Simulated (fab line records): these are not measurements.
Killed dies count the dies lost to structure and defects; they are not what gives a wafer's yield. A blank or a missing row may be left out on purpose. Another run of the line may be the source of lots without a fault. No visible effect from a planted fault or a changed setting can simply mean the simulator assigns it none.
fab line records	flow n5-finfet
record lots=11	wafers=33	last-day=17
route steps=1938 shown BEOL_M5@1185 BEOL_M6@1211
lots untouched by any fault: they come from a run of this same line in which no faults occurred
start-h: hours from the record's first day to the start of the lot's first wafer shown	wait-h: hours elapsed since this lot's preceding step	" the same as in the row above	L1.1+2: a single row standing in for several wafers	- no value, or no start was given	* or withheld: withheld	< > ~ a bound
route shown NAME@n: names a module that has steps shown in the file, with the first one's number in the route	usual: the fault-free wafers' mean and standard deviation	same: alike in all rows	chamber/n: place in a boat	sites: readings site by site	_std_site: standard deviation of those values	_edge_site: outer sites' mean less inner sites'	radius-mm: for every site, how far away it sits from the centre of the wafer	mask NAME#n: copy n	behind: the last tool/chamber to shape the wafer	hold: reason for holding the lot/hours on hold/outcome of the hold	device: names the non-switching transistor (n, p or np)	end of line: the tests these same wafers got at the end of their route	for a step that has no rows: nothing shown but its recipe	killed: at the first sort, the dies lost to defects and structure; wafer yield is something else	map: a wafer's dies, x killed, . not, _ none there
set.NAME: setting as actually run; set.NAME@STEP: the setting as run at that earlier step	model.NAME: the simulator's own value behind a step, which no gauge read
steps of the route over a sample of lots; a table a step, a row a wafer
services: when a tool's chamber went out of use (start-h, in hours from the record's first day, below 0 if earlier), for how many hours, and the reason
## steps
# step N5_BEOL_M5_ANNEAL_51
# recipe temp-c=225	time-s=90	ambient=N2
# usual anneal-temp-c-max=226.4/0.33	wafer_temp_C_max=226.4/0.53
lot.wafer	tool	chamber	start-h	wait-h	anneal-temp-c-max	wafer_temp_C_max
L731.2	rtp-anneal-02	0	194.29	0.2	226.3	226.4
L731.3	"	0	"	"	227.1	226.4
L731.4	"	0	"	"	226.0	226.4
L732.1	rtp-anneal-02	0	203.05	0.1	226.7	226.7
L732.4	"	0	"	"	226.9	226.2
L732.5	"	0	"	"	226.6	226.7
L733.1	rtp-anneal-01	0	203.41	0.1	225.8	225.7
L733.4	"	0	"	"	225.8	225.7
L733.6	"	0	"	"	226.1	225.5
L735.3	rtp-anneal-02	0	226.38	0.1	226.3	226.5
L735.5	"	0	"	"	226.3	226.9
L735.6	"	0	"	"	226.2	226.8
L736.1	rtp-anneal-02	0	229.64	0.1	226.1	226.7
L736.4	"	0	"	"	226.5	226.5
L736.6	"	0	"	"	226.5	226.3
L737.1	rtp-anneal-01	0	234.07	0.1	226.2	225.8
L737.4	"	0	"	"	226.6	225.6
L737.5	"	0	"	"	226.2	225.9
L739.3	rtp-anneal-02	0	249.39	0.1	226.3	226.6
L739.5	"	0	"	"	225.8	227.0
L739.6	"	0	"	"	225.7	226.7
L738.1	rtp-anneal-02	0	256.65	0.1	226.7	226.5
L738.2	"	0	"	"	226.6	226.8
L738.6	"	0	"	"	226.8	227.0
L747.1	rtp-anneal-02	0	288.37	0.2	226.4	226.1
L747.5	"	0	"	"	226.4	227.0
L747.6	"	0	"	"	226.4	227.1
L749.2	rtp-anneal-01	0	313.41	0.1	226.4	225.8
L749.4	"	0	"	"	226.5	225.5
L749.5	"	0	"	"	226.5	225.5
L750.1	rtp-anneal-01	0	317.79	0.1	226.2	225.4
L750.3	"	0	"	"	226.3	225.7
L750.6	"	0	"	"	226.3	225.3
# step N5_BEOL_M5_INSPECT_58
# recipe inspect-instrument=darkfield	mode=post-dep
# usual raw-defect-count=75/28
lot.wafer	tool	chamber	start-h	wait-h	raw-defect-count
L731.2	defect-inspect-02	-	195.12	0.0	48
L731.3	"	-	"	"	44
L731.4	"	-	"	"	91
L732.1	defect-inspect-01	-	203.93	0.0	128
L732.4	"	-	"	"	67
L732.5	"	-	"	"	98
L733.1	defect-inspect-02	-	204.29	0.0	26
L733.4	"	-	"	"	35
L733.6	"	-	"	"	38
L735.3	defect-inspect-02	-	227.17	0.0	84
L735.5	"	-	"	"	123
L735.6	"	-	"	"	63
L736.1	defect-inspect-01	-	230.52	0.0	80
L736.4	"	-	"	"	99
L736.6	"	-	"	"	55
L737.1	defect-inspect-01	-	234.96	0.0	117
L737.4	"	-	"	"	80
L737.5	"	-	"	"	82
L739.3	defect-inspect-01	-	250.18	0.0	57
L739.5	"	-	"	"	59
L739.6	"	-	"	"	56
L738.1	defect-inspect-01	-	257.54	0.0	66
L738.2	"	-	"	"	45
L738.6	"	-	"	"	66
L747.1	defect-inspect-02	-	289.39	0.0	115
L747.5	"	-	"	"	76
L747.6	"	-	"	"	112
L749.2	defect-inspect-01	-	314.34	0.0	59
L749.4	"	-	"	"	49
L749.5	"	-	"	"	60
L750.1	defect-inspect-01	-	318.83	0.0	104
L750.3	"	-	"	"	59
L750.6	"	-	"	"	82
# step N5_BEOL_M6_ETCH_61
# recipe chemistry=CF4	target=SiARC	target-depth-a=455	mask-material=CAR-ArF	time-s=75.8	ion-energy-ev=80	pressure-mtorr=40	source-w=545	bias-w=36	Ar_flow_sccm=100	cf4-flow-sccm=100	ends=cleared
# usual cf4-flow-sccm=99.99/0.29	drypump-motor-current-A=5.8/0.38	etch-rf-on-time-s=75.7/0.89	oes-product-au=0.70/0.065	rf-vpp-V=184.6/1	showerhead-plenum-p-Torr=2.18/0.057	throttle-valve-pct=15.42/0.24
lot.wafer	tool	chamber	start-h	wait-h	cf4-flow-sccm	drypump-motor-current-A	etch-rf-on-time-s	oes-product-au	rf-hours-counter-h	rf-vpp-V	showerhead-plenum-p-Torr	throttle-valve-pct
L731.2	rie-diel-05	3	197.98	0.0	100.36	5.9	77.8	0.56	248	184.1	2.11	15.82
L731.3	"	1	"	"	100.34	5.7	76.1	0.63	142	184.6	2.23	15.46
L731.4	"	0	"	"	100.01	5.0	76.3	0.76	21	184.9	2.27	15.52
L732.1	rie-diel-05	2	205.47	0.0	100.15	5.8	74.4	0.77	30	184.6	2.18	15.04
L732.4	"	0	"	"	100.01	5.1	75.1	0.77	-	186.1	2.27	15.53
L732.5	"	1	"	"	100.12	5.7	75.6	0.62	-	184.4	2.23	15.47
L733.1	rie-diel-04	0	205.65	0.0	100.47	5.4	75.5	0.73	56	184.8	2.18	15.52
L733.4	"	2	"	"	99.94	5.9	74.4	0.68	102	184.0	2.16	15.75
L733.6	"	1	"	"	100.00	6.0	74.6	0.72	-	184.8	2.18	15.24
L735.3	rie-diel-05	1	228.97	0.0	99.67	5.6	75.1	0.62	157	183.6	2.23	15.49
L735.5	"	1	"	"	100.01	5.7	75.4	0.62	-	184.3	2.23	15.48
L735.6	"	0	"	"	100.17	5.1	75.6	0.74	-	187.0	2.27	15.55
L736.1	rie-diel-05	0	232.57	0.0	99.88	5.1	75.5	0.74	36	186.4	2.26	15.56
L736.4	"	1	"	"	100.10	5.6	75.8	0.62	-	184.8	2.23	15.49
L736.6	"	0	"	"	99.70	5.1	76.1	0.73	-	184.3	2.27	15.57
L737.1	rie-diel-05	1	236.69	0.0	99.96	5.7	76.7	0.61	160	184.9	2.23	15.49
L737.4	"	2	"	"	99.99	5.8	76.2	0.73	-	185.2	2.17	15.06
L737.5	"	0	"	"	99.70	5.0	75.9	0.73	-	183.9	2.26	15.57
L739.3	rie-diel-05	2	252.00	0.0	99.70	5.8	52.5	0.92	52	182.8	2.17	15.08
L739.5	"	2	"	"	99.61	5.8	76.6	0.73	-	183.6	2.17	15.07
L739.6	"	1	"	"	99.39	5.7	52.4	0.76	-	186.1	2.22	15.50
L738.1	rie-diel-05	1	261.66	0.0	99.91	5.7	76.1	0.61	170	185.6	2.22	15.49
L738.2	"	2	"	"	100.35	5.8	76.1	0.73	55	184.5	2.17	15.09
L738.6	"	2	"	"	99.97	5.8	51.4	0.92	-	185.6	2.17	15.07
L747.1	rie-diel-04	0	293.10	0.0	100.27	5.4	77.2	0.69	90	184.4	2.16	15.59
L747.5	"	0	"	"	99.62	5.4	77.3	0.69	-	184.1	2.16	15.57
L747.6	"	1	"	"	99.95	6.0	75.2	0.68	-	184.2	2.16	15.30
L749.2	rie-diel-05	2	318.16	0.0	99.82	5.8	75.5	0.71	78	185.1	2.16	15.13
L749.4	"	3	"	"	99.86	5.9	75.6	0.75	29	184.2	2.10	15.39
L749.5	"	0	"	"	100.55	5.1	76.0	0.70	-	185.3	2.25	15.62
L750.1	rie-diel-04	1	321.22	0.0	100.24	6.0	75.2	0.68	110	183.4	2.16	15.32
L750.3	"	3	"	"	100.24	5.6	75.1	0.73	59	184.1	2.17	15.31
L750.6	"	0	"	"	100.19	5.4	76.2	0.69	-	184.6	2.16	15.61
# step N5_BEOL_M6_CD_MEAS_18
# recipe pitch-nm=80	target-cd-nm=40
# usual cd-nm=40.0/0.49
lot.wafer	tool	chamber	start-h	wait-h	cd-nm
L731.2	cd-sem-01	-	198.41	0.1	39.7
L731.3	"	-	"	"	40.1
L731.4	"	-	"	"	40.3
L732.1	cd-sem-01	-	205.90	0.0	39.4
L732.4	"	-	"	"	39.0
L732.5	"	-	"	"	38.9
L733.1	cd-sem-03	-	206.07	0.0	38.9
L733.4	"	-	"	"	39.7
L733.6	"	-	"	"	40.3
L735.3	cd-sem-03	-	229.39	0.1	39.8
L735.5	"	-	"	"	39.9
L735.6	"	-	"	"	39.8
L736.1	cd-sem-03	-	233.13	0.0	40.2
L736.4	"	-	"	"	40.6
L736.6	"	-	"	"	39.7
L737.1	cd-sem-01	-	237.16	0.0	40.2
L737.4	"	-	"	"	40.8
L737.5	"	-	"	"	40.6
L739.3	cd-sem-01	-	252.49	0.1	39.4
L739.5	"	-	"	"	40.3
L739.6	"	-	"	"	40.0
L738.1	cd-sem-01	-	262.12	0.0	39.7
L738.2	"	-	"	"	39.8
L738.6	"	-	"	"	39.6
L747.1	cd-sem-03	-	293.53	0.0	39.7
L747.5	"	-	"	"	40.4
L747.6	"	-	"	"	40.1
L749.2	cd-sem-02	-	318.59	0.1	39.9
L749.4	"	-	"	"	39.9
L749.5	"	-	"	"	40.1
L750.1	cd-sem-01	-	321.65	0.0	39.8
L750.3	"	-	"	"	40.3
L750.6	"	-	"	"	39.5
## services
tool	chamber	start-h	hours	kind
rie-diel-05	3	204.47	-	clean
rie-diel-05	3	204.47	-	consumable-replace:focus-ring
rie-diel-05	3	204.47	40.2	scheduled-down
rie-diel-05	3	204.47	40.2	vent-cycle
rie-diel-04	0	314.36	2.7	repair
## key
first-sign step=N5_BEOL_M6_ETCH_61	reading=etch-rf-on-time-s	direction=down	sigmas=27	usual=*	struck=*
effect step=N5_BEOL_M6_ETCH_61	reading=oes-product-au	direction=up	sigmas=2.6	usual=0.70	struck=0.87
met-at N5_BEOL_M6_ETCH_61
struck-lots L738,L739
struck-wafers L738.6,L739.3,L739.6
not-acting-at N5_BEOL_M5_ANNEAL_51,N5_BEOL_M5_INSPECT_58,N5_BEOL_M6_CD_MEAS_18
onset-between 236.69 252.00
fault kind=process-parameter-drift	tool=rie-diel-05	chamber=-	onset-h=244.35	steps=N5_BEOL_M6_ETCH_61	channel=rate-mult	offset=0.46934	shape=step	end-h=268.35	scope=struck-wafers-only
